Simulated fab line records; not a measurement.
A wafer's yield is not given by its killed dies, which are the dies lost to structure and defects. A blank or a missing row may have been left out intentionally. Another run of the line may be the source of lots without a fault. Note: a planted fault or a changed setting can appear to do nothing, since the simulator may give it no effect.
Matching of chambers + flow nand_harc + NHARC_P_BONDPAD_CMP_32 on cmp-01 has 4 sister chambers
The step polishes SiCN, target thk 200 nm. 14 wafers are shown with their chamber, then 7 later ones without.

## WAFERS PAIRED WITH THEIR CHAMBERS
| wafer  | chamber | motor_current_A (A) | slurry_flow_ml_min | edge_zone_pressure_frac |
|--------|---------|---------------------|--------------------|-------------------------|
| L078.1 | 0       | 13.9                | 150.1              | 0.994                   |
| L078.2 | 1       | 11.9                | 148.7              | 1.005                   |
| L078.4 | 3       | 10.1                | 150.4              | 0.992                   |
| L082.1 | 1       | 12.3                | 150.7              | 0.993                   |
| L082.5 | 0       | 13.7                | 149.7              | 0.995                   |
| L082.6 | 1       | 12.2                | 150.0              | 0.994                   |
| L084.1 | 2       | 11.6                | 150.7              | 1.001                   |
| L084.3 | 1       | 12.6                | 149.8              | 1.007                   |
| L084.5 | 0       | 14.4                | 150.2              | 1.001                   |
| L088.1 | 3       | 10.4                | 149.3              | 1.000                   |
| L088.4 | 1       | 12.3                | 151.3              | 1.013                   |
| L088.6 | 3       | 10.1                | 149.7              | 1.003                   |
| L089.2 | 1       | 12.6                | 149.1              | 1.007                   |
| L089.3 | 0       | 12.9                | 149.3              | 1.007                   |

SIGNATURES (averages over the wafers above)
| reading                 | chamber 0 | chamber 1 | chamber 2 | chamber 3 | scatter within a chamber |
|-------------------------|-----------|-----------|-----------|-----------|--------------------------|
| motor_current_A         | 13.725    | 12.317    | 11.600    | 10.200    | 0.397                    |
| slurry_flow_ml_min      | 149.825   | 149.933   | 150.700   | 149.800   | 0.763                    |
| edge_zone_pressure_frac | 0.99925   | 1.00317   | 1.00100   | 0.99833   | 0.007                    |
Rule: distance of a wafer from a chamber = root of the sum over the readings of ((wafer's reading minus chamber's mean) / reading's scatter) squared. The wafer belongs to the nearest chamber; if the next one is less than 2 further off, it can't be placed. The scatter: the root of (the sum of the squares of (reading less its chamber's mean) over the shown wafers, divided by (wafers less chambers)).

## WAFERS WITHOUT THEIR CHAMBER
| wafer  | motor_current_A (A) | slurry_flow_ml_min | edge_zone_pressure_frac |
|--------|---------------------|--------------------|-------------------------|
| L089.6 | 13.8                | 150.1              | 1.012                   |
| L087.1 | 13.3                | 149.6              | 0.996                   |
| L087.4 | 12.6                | 150.0              | 1.000                   |
| L087.6 | 12.6                | 149.4              | 1.000                   |
| L091.1 | 13.8                | 150.1              | 0.996                   |
| L091.2 | 13.0                | 149.4              | 1.001                   |
| L091.3 | 10.2                | 150.0              | 1.007                   |

## WHICH CHAMBER EACH ONE RAN IN
| wafer  | from the rows above          | in truth |
|--------|------------------------------|----------|
| L089.6 | 0                            | 0        |
| L087.1 | can't be placed: 0 or 1      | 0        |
| L087.4 | can't be placed: 1 or 2 or 0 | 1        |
| L087.6 | can't be placed: 1 or 0 or 2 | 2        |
| L091.1 | 0                            | 0        |
| L091.2 | can't be placed: 1 or 0      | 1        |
| L091.3 | 3                            | 3        |
Correctly placed: 3 of 7. Can't be placed from these rows: 4 (the true chamber is among the candidates in 4). 0 placed wrongly.
